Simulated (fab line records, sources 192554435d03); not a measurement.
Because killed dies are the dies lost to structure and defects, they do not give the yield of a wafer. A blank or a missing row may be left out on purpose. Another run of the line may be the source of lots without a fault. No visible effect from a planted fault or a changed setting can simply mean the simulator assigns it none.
Split-lot experiment    flow n5Finfet    route with 1938 steps; 7 lots, 39 wafers read

SPLIT DETAILS
At N5_BEOL_M7_ILD_DEP_00 (deposits SiCOH lowk from DEMS/porogen, target thk 179.75 nm, time 33.4 s), the setting timeS was moved away from the recipe's 33.4 s on 15 of the 39 wafers read, by -30.4% to +40.3%. This setting was run at the recipe's value on the other wafers.

FROM THE SPLIT TO THE READING: what the file shows between them, 1 step
- N5_BEOL_M7_CURE_74: cures SiCOH lowk, time 240 s

THE READING
M7_ILD_THK at N5_BEOL_M7_THK_MEAS_01, in nm. Fault-free wafers of this fab line usually give 154.6 nm, standard deviation 2.1 nm.

wafer   tool, chamber at the split  timeS as run, s  against the recipe  M7_ILD_THK, nm  against lot-mates on the recipe
L075.1  pecvd-02, 0                 33.4             recipe              152.8           -
L075.2  pecvd-02, 2                 46.87            +40.3%              212.1           +57.6
L075.3  pecvd-02, 1                 46.87            +40.3%              214.1           +59.6
L075.4  pecvd-02, 0                 33.4             recipe              155.2           -
L075.5  pecvd-02, 2                 33.4             recipe              155.5           -
L075.6  pecvd-02, 1                 46.87            +40.3%              218.5           +64.0
L074.1  pecvd-01, 0                 33.4             recipe              155.0           -
L074.2  pecvd-01, 1                 41.77            +25.1%              195.0           +38.9
L074.3  pecvd-01, 2                 41.77            +25.1%              191.1           +35.0
L074.4  pecvd-01, 1                 33.4             recipe              156.3           -
L074.5  pecvd-01, 0                 33.4             recipe              157.1           -
L074.6  pecvd-01, 2                 41.77            +25.1%              196.9           +40.8
L078.1  pecvd-01, 1                 33.4             recipe              151.3           -
L078.2  pecvd-01, 0                 33.4             recipe              151.0           -
L078.6  pecvd-01, 1                 33.4             recipe              154.4           -
L079.1  pecvd-02, 0                 23.23            -30.4%              106.3           -47.6
L079.2  pecvd-02, 2                 33.4             recipe              152.9           -
L079.3  pecvd-02, 1                 33.4             recipe              153.6           -
L079.4  pecvd-02, 0                 33.4             recipe              155.2           -
L079.5  pecvd-02, 2,1               23.23            -30.4%              108.7           -45.2
L079.6  pecvd-02, 2,1               23.23            -30.4%              108.6           -45.3
L081.1  pecvd-02, 0                 26.42            -20.9%              127.2           -30.5
L081.2  pecvd-02, 2                 33.4             recipe              153.8           -
L081.3  pecvd-02, 1                 26.42            -20.9%              126.5           -31.2
L081.4  pecvd-02, 0                 33.4             recipe              159.8           -
L081.5  pecvd-02, 2                 26.42            -20.9%              125.3           -32.4
L081.6  pecvd-02, 1                 33.4             recipe              159.6           -
L085.1  pecvd-01, 2                 33.4             recipe              156.8           -
L085.2  pecvd-01, 0                 33.4             recipe              153.3           -
L085.3  pecvd-01, 1                 33.4             recipe              153.2           -
L085.4  pecvd-01, 1                 33.4             recipe              155.1           -
L085.5  pecvd-01, 0                 33.4             recipe              154.6           -
L085.6  pecvd-01, 2                 33.4             recipe              156.6           -
L097.1  pecvd-01, 1                 33.4             recipe              151.9           -
L097.2  pecvd-01, 0                 33.4             recipe              152.5           -
L097.3  pecvd-01, 2                 40.28            +20.6%              186.5           +34.1
L097.4  pecvd-01, 2                 40.28            +20.6%              188.7           +36.3
L097.5  pecvd-01, 1                 33.4             recipe              152.7           -
L097.6  pecvd-01, 0                 40.28            +20.6%              186.5           +34.1
If several chambers appear in one row, that row covers several wafers at once and the file leaves open which wafer was in which chamber.

THE FIT
A straight line over all 39 wafers: M7_ILD_THK changes by +1.51 nm for each +1% of timeS; r = +1.00; the points scatter about the line by 2.4 nm.
The same after taking each lot's own level away (the mean of its wafers on the recipe; 39 wafers): +1.52 nm for each +1%; r = +1.00; scatter 1.9 nm.
On that fit, the largest move of timeS shifts the reading by 61 nm.
From 152.23 to 157.73 nm: that is the span of the lots' own levels, equal to 2.6 times the standard deviation above.
The two slopes agree, so the slope changes little with the lot-to-lot level.
Check: with one of the wafers moved furthest among these (+40.3%) left out of the fit, the line predicts +62.4 nm for it against its lot-mates. It came out at +57.6 nm against them.

OTHER SPLITS APPLIED TO THESE WAFERS
These wafers also went through other splits before the reading. Each is held against what the fit with the lots' levels taken away leaves over:
other split on the same wafers         wafers away from the commonest value  r with M7_ILD_THK (lot level and that fit taken away)
N5_FIN_SAQP_HM_DEP_72 targetThkA       12                                    -0.25
N5_BEOL_M0_SAQP_HM_DEP_111 targetThkA  18                                    -0.30
N5_BEOL_M1_ILD_DEP_00 timeS            15                                    -0.09

THE WHOLE CHAIN: every reading that the file lists as answering this split, in the file's order
step                    what it does                                                              reading                                                                                  change (the file's fit)               r (the file's)
N5_BEOL_M7_ILD_DEP_00   deposits SiCOH lowk from DEMS/porogen, target thk 179.75 nm, time 33.4 s  SiCOH_lowk_of_BEOL_M7_ILD_DEP_00.thkNm (the simulator's own value, which no gauge read)  +1.75 nm for each +1% of the setting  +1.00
N5_BEOL_M7_CURE_74      cures SiCOH lowk, time 240 s                                              SiCOH_lowk_of_BEOL_M7_ILD_DEP_00.thkNm (the simulator's own value, which no gauge read)  +1.53 nm for each +1% of the setting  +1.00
N5_BEOL_M7_THK_MEAS_01                                                                            M7_ILD_THK                                                                               +1.53 for each +1% of the setting     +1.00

THE FILE'S OWN FIT
M7_ILD_THK changes by +1.53 nm for each +1% of timeS, r = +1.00.
